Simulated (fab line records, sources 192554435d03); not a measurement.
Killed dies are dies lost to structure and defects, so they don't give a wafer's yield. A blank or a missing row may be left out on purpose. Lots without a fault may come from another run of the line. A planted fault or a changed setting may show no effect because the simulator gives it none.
Chamber matching | flow n5_finfet | N5_BEOL_M11_ETCH_65 on rie_diel-03: 4 sister chambers
The step etches SiARC in CF4, target depth 39 nm, time 65 s. 4 wafers are shown with their chamber, then 9 later ones without.

WAFERS WITH THEIR CHAMBER
wafer  | chamber | showerhead_plenum_p_Torr (Torr)
L087.3 | 3       | 2.21
L093.2 | 2       | 2.04
L093.3 | 1       | 2.13
L093.5 | 0       | 2.07

WAFERS WITHOUT THEIR CHAMBER
wafer  | showerhead_plenum_p_Torr (Torr)
L094.1 | 2.07
L094.5 | 2.13
L094.6 | 2.07
L096.1 | 2.12
L096.2 | 2.20
L096.5 | 2.20
L097.2 | 2.12
L097.3 | 2.04
L097.5 | 2.04

WHICH CHAMBER EACH WENT THROUGH
wafer  | from the rows above | in truth
L094.1 | 0                   | 0
L094.5 | 1                   | 1
L094.6 | 0                   | 0
L096.1 | 1                   | 1
L096.2 | 3                   | 3
L096.5 | 3                   | 3
L097.2 | 1                   | 1
L097.3 | 2                   | 2
L097.5 | 2                   | 2
Placed correctly: 9 of 9. Can't be placed from these rows: 0. Placed wrongly: 0.
How it was worked out, from the rows above alone: a wafer's distance from a chamber is the root of the sum, over the readings, of the square of ((its reading less the chamber's mean) divided by the reading's scatter). The wafer belongs to the nearest chamber; if the next one is less than 2 further off, it can't be placed. A chamber's mean is the mean of its shown wafers. The scatter: with one shown wafer a chamber, the root of the mean of the squares of how far each hidden wafer lies from its nearest shown one.
